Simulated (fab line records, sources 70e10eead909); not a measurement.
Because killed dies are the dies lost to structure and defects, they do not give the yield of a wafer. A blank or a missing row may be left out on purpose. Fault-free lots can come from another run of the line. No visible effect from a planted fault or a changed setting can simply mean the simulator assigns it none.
Chamber matching | flow nand_harc | 4 sister chambers for NHARC_A_CONTACT_DESCUM_13 on rie_diel-01
The step chemistry O2, time 3 s. 8 wafers are shown with their chamber, then 7 later ones without.

## EACH WAFER AND ITS CHAMBER
wafer  | chamber | showerhead_plenum_p_Torr (Torr) | drypump_motor_current_A (A)
L081.3 | 0       | 1.84                            | 5.3
L085.1 | 3       | 2.05                            | 6.8
L085.4 | 0       | 1.83                            | 5.4
L085.5 | 1       | 1.82                            | 5.8
L084.2 | 1       | 1.82                            | 5.8
L084.6 | 2       | 1.95                            | 5.9
L088.2 | 2       | 1.94                            | 5.8
L088.4 | 3       | 2.05                            | 6.8

## WAFERS WHOSE CHAMBER IS MISSING
wafer  | showerhead_plenum_p_Torr (Torr) | drypump_motor_current_A (A)
L088.5 | 1.94                            | 5.9
L092.2 | 1.81                            | 5.8
L092.3 | 1.93                            | 5.8
L092.4 | 1.82                            | 5.4
L097.2 | 1.82                            | 5.3
L097.3 | 1.93                            | 5.8
L097.4 | 1.80                            | 5.8

## CHAMBER TAKEN BY EACH
wafer  | from the rows above | in truth
L088.5 | 2                   | 2
L092.2 | 1                   | 1
L092.3 | 2                   | 2
L092.4 | 0                   | 0
L097.2 | 0                   | 0
L097.3 | 2                   | 2
L097.4 | 1                   | 1
7 of 7 placed correctly. Can't be placed from these rows: 0. Wrongly placed: 0.
How it was worked out, from the rows above alone: a wafer's distance from a chamber is the root of the sum, over the readings, of the square of ((its reading less the chamber's mean) divided by the reading's scatter). The wafer belongs to the nearest chamber; if the next one is less than 2 further off, it can't be placed. A chamber's mean is the mean of its shown wafers. The scatter: the root of (the sum of the squares of (reading less its chamber's mean) over the shown wafers, divided by (wafers less chambers)).
